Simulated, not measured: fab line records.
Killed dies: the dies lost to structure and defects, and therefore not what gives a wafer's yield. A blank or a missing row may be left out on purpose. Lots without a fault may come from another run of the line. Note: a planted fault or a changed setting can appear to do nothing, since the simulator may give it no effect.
A lot that was struck, set against a sound lot | flow nand harc | 15 out of 1159 route steps
Sound: the wafers L134.2, L134.4, L134.5. Wafers L137.2, L137.3, L137.6 were the ones struck. The cause is given at the end.
At each step with rows: each side's tool, then ch and its chambers, then its first start. Under that, the readings that differ: sound wafers | struck wafers | difference of the means | sigmas: that difference in standard deviations of wafers without a fault.
alike: a reading whose means differ by less than 2 such deviations, as well as words and numbers matching on both sides. not compared: withheld readings; readings where some wafer has no value; bounds like >300 that might hide an equal value; numbers whose values overlap and for which the record gives no deviation.
Wherever a step has rows on one side only, a row that says differs or no value, or a row with sigmas, the two part there. Numbers that don't overlap but have no deviation are shown without sigmas and don't part them. A reading that every wafer of one side lacks parts them only if that side has two wafers or more.

first, 5 steps without rows for these wafers: NHARC_A_BONDPAD_SOFTBAKE_04 (time 70 s); NHARC_A_BONDPAD_EBR_05; NHARC_A_BONDPAD_EXPOSE_06 (exposes mask A BPAD); NHARC_A_BONDPAD_PEB_07 (peb time 80 s); NHARC_A_BONDPAD_DEVELOP_08 (time 50 s).
NHARC_A_BONDPAD_CD_MEAS_09: the cd target is 500 nm.
  sound on cd sem-03 ch 0, day 18 02:55; struck on cd sem-03 ch 0, day 18 08:01
  reading    | sound       | struck      | difference | sigmas
  cd nm (nm) | 495 495 502 | 507 502 506 | +8         | +2
NHARC_A_BONDPAD_OVL_MEAS_35:
  sound on overlay-01 at day 18 03:00; struck on overlay-02 at day 18 08:07
  alike: overlay x nm, overlay y nm
then, 1 step without rows for these wafers: NHARC_A_BONDPAD_HARDBAKE_10 (time 65 s).
NHARC_A_BONDPAD_DESCUM_11: chemistry O2, time 3 s.
  sound on rie diel-11 ch 0,1,2, day 18 03:08; struck on rie diel-11 ch 1,2, day 18 08:14
  alike: drypump motor current A, oes product au, rf vpp V, showerhead plenum p Torr, throttle valve pct
  not compared: rf hours counter h
NHARC_A_BONDPAD_ETCH_34: etches the open film in N2/H2, target depth 60 nm, overetch 18 nm, time 65.91 s.
  sound on rie diel-11 ch 0,2,3, day 18 03:13; struck on rie diel-11 ch 1,2,3, day 18 08:20
  alike: drypump motor current A, oes product au, rf vpp V, showerhead plenum p Torr, throttle valve pct
  not compared: rf hours counter h
NHARC_A_BONDPAD_ETCH_12: etches the open film in CHF3/O2, target depth 220 nm, time 110 s.
  sound on rie diel-11 ch 0,1; struck on rie diel-11 ch 0,2,3
  alike: drypump motor current A, oes product au, rf vpp V, showerhead plenum p Torr, throttle valve pct
  not compared: rf hours counter h
NHARC_A_BONDPAD_CD_MEAS_13:
  sound on cd sem-01 at day 18 03:26; struck on cd sem-02 at day 18 08:34
  reading    | sound       | struck      | difference | sigmas
  cd nm (nm) | 493 493 501 | 506 502 506 | +9         | +2
NHARC_A_BONDPAD_STRIP_15: strips in O2.
  sound on rie diel-11 ch 1,3, day 18 03:32; struck on rie diel-11 ch 1,2,3, day 18 08:40
  no value came back on the struck wafers for any of 7 readings (bias w (W), chamber pressure mTorr (mTorr) and others); on the sound wafers bias w (W) reads 0 0 0
  not compared: rf hours counter h
NHARC_A_BONDPAD_ETCH_24: etches the open film in CF4/N2, target depth 30 nm, time 72.99 s.
  sound on rie diel-11 ch 0,2,3; struck on rie diel-11 ch 0,2, day 18 08:47
  alike: drypump motor current A, oes product au, rf vpp V, showerhead plenum p Torr, throttle valve pct
  not compared: rf hours counter h
NHARC_END_SORT_01:
  the record has rows for the sound wafers here (prober-01 ch 0, day 19 16:34) and none for the struck ones

## WHERE THEY PART
First at NHARC_A_BONDPAD_CD_MEAS_09; last, within this record, at NHARC_END_SORT_01.

WHY: what the simulator had put in
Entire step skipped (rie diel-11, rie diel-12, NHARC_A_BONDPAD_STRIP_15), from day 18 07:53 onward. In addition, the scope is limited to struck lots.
